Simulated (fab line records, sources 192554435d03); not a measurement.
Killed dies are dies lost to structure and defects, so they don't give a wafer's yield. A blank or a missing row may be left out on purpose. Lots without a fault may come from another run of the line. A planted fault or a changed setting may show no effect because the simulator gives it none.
Which tool did it? | flow n5_finfet | 9 lots, 26 wafers sampled, at 5 steps of a route of 1938

WHAT THE GAUGES READ, wafer by wafer
N5_FIN_SAQP_INSPECT_18: inspects for defects (brightfield). Usual: raw_defect_count 393, standard deviation 100.
lot  | measured    | on                | raw_defect_count | flag
L704 | day 1 23:26 | defect_inspect-01 | 301 332 463      |
L706 | day 2 10:32 | defect_inspect-02 | 279 387 321      |
L709 | day 3 03:51 | defect_inspect-02 | 510 486 607      |
L710 | day 3 09:58 | defect_inspect-01 | 294 354          |
L718 | day 5 09:59 | defect_inspect-02 | 329 476 350      |
L720 | day 5 21:50 | defect_inspect-02 | 346 405 444      |
L721 | day 6 04:19 | defect_inspect-02 | 327 539 238      |
L723 | day 6 16:26 | defect_inspect-02 | 240 212 306      |
L724 | day 6 22:02 | defect_inspect-02 | 481 362 287      |

N5_BEOL_M4_RC_MEAS_101. Usual: DIBL_N 36.8 mV/V, standard deviation 1.5; DIBL_P 37.1 mV/V, standard deviation 2.1; IOFF_N 0.168 nA/um, standard deviation 0.03; IOFF_P 0.22 nA/um, standard deviation 0.034; ION_N 679 uA/um, standard deviation 12; ION_P 466 uA/um, standard deviation 8; SS_N 71.7 mV/dec, standard deviation 0.58; SS_P 73.5 mV/dec, standard deviation 0.67; VT_N 248.8 mV, standard deviation 2.7; VT_P -250 mV, standard deviation 3.3.
lot  | measured     | on        | DIBL_N (mV/V)  | DIBL_P (mV/V)  | IOFF_N (nA/um)    | IOFF_P (nA/um) | ION_N (uA/um) | ION_P (uA/um) | SS_N (mV/dec)  | SS_P (mV/dec)  | VT_N (mV)         | VT_P (mV)      | flag
L704 | day 7 12:11  | prober-02 | 38.6 34.9 38.5 | 39.9 35.0 39.9 | 0.204 0.135 0.213 | 0.24 0.17 0.25 | 683 662 679   | 463 455 466   | 73.2 71.3 71.6 | 74.1 73.5 74.3 | 247.3 250.8 244.0 | -249 -256 -247 |
L706 | day 8 13:29  | prober-01 | 37.0 36.9 37.1 | 36.1 36.0 36.1 | 0.146 0.146 0.148 | 0.19 0.20 0.20 | 678 675 672   | 461 462 461   | 71.5 70.6 70.9 | 73.5 72.9 73.4 | 249.8 247.4 248.0 | -253 -249 -250 |
L709 | day 8 17:46  | prober-01 | 37.7 39.2 34.7 | 38.3 37.7 33.1 | 0.187 0.213 0.126 | 0.26 0.24 0.17 | 678 680 667   | 467 460 458   | 72.6 72.9 71.5 | 74.2 73.9 73.1 | 247.7 248.0 252.7 | -246 -247 -252 |
L710 | day 9 06:04  | prober-01 | 35.4 35.6      | 37.0 37.2      | 0.167 0.183       | 0.22 0.22      | 671 684       | 469 470       | 71.3 71.2      | 74.0 73.4      | 247.2 244.9       | -249 -247      |
L718 | day 11 06:49 | prober-02 | 41.2 36.5 35.5 | 40.8 34.4 32.9 | 0.240 0.138 0.124 | 0.32 0.21 0.18 | 677 662 657   | 468 464 455   | 72.2 71.1 71.1 | 76.2 73.5 72.4 | 245.5 253.0 253.3 | -248 -251 -249 |
L720 | day 11 22:59 | prober-01 | 37.2 38.1 35.6 | 37.4 38.0 35.5 | 0.178 0.182 0.146 | 0.23 0.25 0.20 | 690 689 683   | 467 470 468   | 71.8 71.6 70.7 | 72.4 73.9 72.7 | 245.2 247.6 251.3 | -249 -247 -249 |
L721 | day 12 05:23 | prober-01 | 35.7 33.8 37.9 | 36.8 33.9 39.5 | 0.139 0.118 0.169 | 0.22 0.17 0.27 | 681 674 676   | 472 468 471   | 71.1 70.9 71.7 | 73.4 72.4 73.9 | 252.4 253.6 244.6 | -251 -252 -246 |
L723 | day 12 11:42 | prober-01 | 36.0 36.6 33.2 | 37.5 37.5 33.1 | 0.143 0.163 0.102 | 0.21 0.20 0.15 | 670 677 651   | 462 460 451   | 72.4 72.0 71.3 | 74.4 73.6 72.1 | 250.8 247.4 255.1 | -251 -251 -254 |
L724 | day 13 06:37 | prober-02 | 38.9 36.8 38.6 | 37.8 35.5 36.7 | 0.177 0.135 0.174 | 0.19 0.17 0.18 | 678 675 683   | 460 459 462   | 72.3 70.8 72.4 | 73.9 73.3 73.7 | 247.2 254.0 249.3 | -256 -256 -257 |

WHICH TOOL RAN EACH LOT (tool, then ch and the chambers of the sampled wafers, then the start)
lot  | N5_FIN_SAQP_ALD_61               | N5_FIN_SAQP_ETCH_51               | N5_FIN_SAQP_ETCH_52
L704 | ald_sin-04 ch 1,2,3, day 1 22:11 | rie_diel-01 ch 0,1, day 1 23:31   | rie_diel-01 ch 0,1, day 1 23:34
L706 | ald_sin-01 ch 0,1,2, day 2 09:17 | rie_diel-01 ch 1,2, day 2 10:48   | rie_diel-01 ch 1,2, day 2 10:51
L709 | ald_sin-01 ch 0,1,2, day 3 02:32 | rie_diel-01 ch 0,1,2, day 3 03:55 | rie_diel-01 ch 0,1,2, day 3 03:59
L710 | ald_sin-03 ch 0, day 3 08:31     | rie_diel-01 ch 0,2, day 3 10:16   | rie_diel-01 ch 0,2, day 3 10:20
L718 | ald_sin-01 ch 1,2, day 5 08:49   | rie_diel-02 ch 0,1,3, day 5 10:04 | rie_diel-02 ch 0,1,3, day 5 10:07
L720 | ald_sin-01 ch 0,1, day 5 20:33   | rie_diel-06 ch 0,2, day 5 21:54   | rie_diel-06 ch 0,2, day 5 21:58
L721 | ald_sin-01 ch 0,1, day 6 02:58   | rie_diel-01 ch 1,2, day 6 04:23   | rie_diel-01 ch 1,2, day 6 04:26
L723 | ald_sin-03 ch 0,1,2, day 6 15:08 | rie_diel-01 ch 1,2,3, day 6 16:31 | rie_diel-01 ch 1,2,3, day 6 16:34
L724 | ald_sin-03 ch 0,3, day 6 20:45   | rie_diel-06 ch 0,2, day 6 22:07   | rie_diel-06 ch 0,2, day 6 22:10
- N5_FIN_SAQP_ALD_61: deposits SiO2, target thk 4 nm, pulse time 1 s, purge time 2 s.
- N5_FIN_SAQP_ETCH_51: etches SiARC in CF4, target depth 45.5 nm, time 75.8 s.
- N5_FIN_SAQP_ETCH_52: etches SOC in N2/H2, target depth 100 nm, overetch 20 nm, time 150 s.

WHAT THE TOOLS THEMSELVES READ (means of the sampled wafers that have a number; where no wafer has one, the mark that the record gives instead)
N5_FIN_SAQP_ALD_61. Usual: heater_power_w 463 W, standard deviation 71; precursor_pulse_height_rel 0.998, standard deviation 0.019.
lot  | tool       | heater_power_w (W) | precursor_pulse_height_rel | flag
L704 | ald_sin-04 | 405                | 1.007                      |
L706 | ald_sin-01 | 455                | 0.981                      |
L709 | ald_sin-01 | 460                | 1.003                      |
L710 | ald_sin-03 | 404                | 1.010                      |
L718 | ald_sin-01 | 441                | 0.994                      |
L720 | ald_sin-01 | 403                | 0.993                      |
L721 | ald_sin-01 | 400                | 0.971                      |
L723 | ald_sin-03 | 521                | 1.000                      |
L724 | ald_sin-03 | 418                | 0.991                      |

N5_FIN_SAQP_ETCH_51. Usual: cf4_flow_sccm 100.0 sccm, standard deviation 0.32; drypump_motor_current_A 5.6 A, standard deviation 0.49; etch_rf_on_time_s 74.9 s, standard deviation 2.1; oes_product_au 0.68 a.u., standard deviation 0.087; rf_vpp_V 184.3 V, standard deviation 1.2; showerhead_plenum_p_Torr 2.15 Torr, standard deviation 0.072; throttle_valve_pct 15.66 %, standard deviation 0.24.
lot  | tool        | cf4_flow_sccm (sccm) | drypump_motor_current_A (A) | etch_rf_on_time_s (s) | oes_product_au (a.u.) | rf_vpp_V (V) | showerhead_plenum_p_Torr (Torr) | throttle_valve_pct (%) | flag
L704 | rie_diel-01 | 99.7                 | 4.8                         | 75.2                  | 0.66                  | 184.2        | 2.11                            | 15.59                  |
L706 | rie_diel-01 | 100.1                | 5.8                         | 67.2                  | 0.68                  | 185.5        | 2.16                            | 15.84                  | OFF
L709 | rie_diel-01 | 100.1                | 5.3                         | 68.4                  | 0.70                  | 184.5        | 2.13                            | 15.73                  | OFF
L710 | rie_diel-01 | 99.8                 | 5.5                         | 63.7                  | 0.71                  | 184.2        | 2.17                            | 15.66                  | OFF
L718 | rie_diel-02 | 100.0                | 6.0                         | 75.7                  | 0.70                  | 184.9        | 2.16                            | 15.60                  |
L720 | rie_diel-06 | 100.3                | 5.6                         | 72.7                  | 0.72                  | 184.3        | 2.25                            | 15.54                  |
L721 | rie_diel-01 | 99.6                 | 5.8                         | 76.0                  | 0.61                  | 184.1        | 2.15                            | 15.91                  |
L723 | rie_diel-01 | 99.8                 | 5.5                         | 76.6                  | 0.67                  | 184.5        | 2.12                            | 15.73                  |
L724 | rie_diel-06 | 99.8                 | 5.6                         | 72.4                  | 0.67                  | 184.8        | 2.22                            | 15.77                  |

N5_FIN_SAQP_ETCH_52. Usual: drypump_motor_current_A 5.6 A, standard deviation 0.49; oes_product_au 0.71 a.u., standard deviation 0.083; rf_vpp_V 524.1 V, standard deviation 2.6; showerhead_plenum_p_Torr 2.55 Torr, standard deviation 0.089; throttle_valve_pct 17.91 %, standard deviation 0.28.
lot  | tool        | drypump_motor_current_A (A) | oes_product_au (a.u.) | rf_vpp_V (V) | showerhead_plenum_p_Torr (Torr) | throttle_valve_pct (%) | flag
L704 | rie_diel-01 | 4.8                         | 0.69                  | 523.2        | 2.52                            | 17.90                  |
L706 | rie_diel-01 | 5.8                         | 0.66                  | 524.8        | 2.57                            | 18.08                  |
L709 | rie_diel-01 | 5.3                         | 0.67                  | 523.3        | 2.54                            | 18.00                  |
L710 | rie_diel-01 | 5.5                         | 0.66                  | 525.4        | 2.58                            | 17.84                  |
L718 | rie_diel-02 | 6.0                         | 0.73                  | 524.5        | 2.56                            | 17.76                  |
L720 | rie_diel-06 | 5.6                         | 0.74                  | 527.9        | 2.68                            | 17.81                  |
L721 | rie_diel-01 | 5.8                         | 0.64                  | 523.4        | 2.55                            | 18.14                  |
L723 | rie_diel-01 | 5.5                         | 0.70                  | 522.4        | 2.51                            | 18.00                  |
L724 | rie_diel-06 | 5.6                         | 0.68                  | 527.1        | 2.65                            | 18.09                  |

THE ANSWER, worked out from the rows above alone
Rule: a lot is off if the mean of its wafers that have a number lies more than 3 standard deviations from the usual mean. A lot without any number at a reading at which 4 lots or more have one is off too. The other lots that the step has rows for count as sound. The gauges are gone through in route order, then the tools' own readings, and for those a lot's mean is taken as printed above. The first step at which some lot is off is used, and at that step the reading that is off furthest; a lot without a number counts as furthest.
Off: L706, L709, L710, at N5_FIN_SAQP_ETCH_51 (etch_rf_on_time_s).
A tool fits if, at that step or a process step before it, it ran every lot that is off, and no sound lot after the first of them. None of those tried fits.

WHAT THE SIMULATOR HAD PUT IN
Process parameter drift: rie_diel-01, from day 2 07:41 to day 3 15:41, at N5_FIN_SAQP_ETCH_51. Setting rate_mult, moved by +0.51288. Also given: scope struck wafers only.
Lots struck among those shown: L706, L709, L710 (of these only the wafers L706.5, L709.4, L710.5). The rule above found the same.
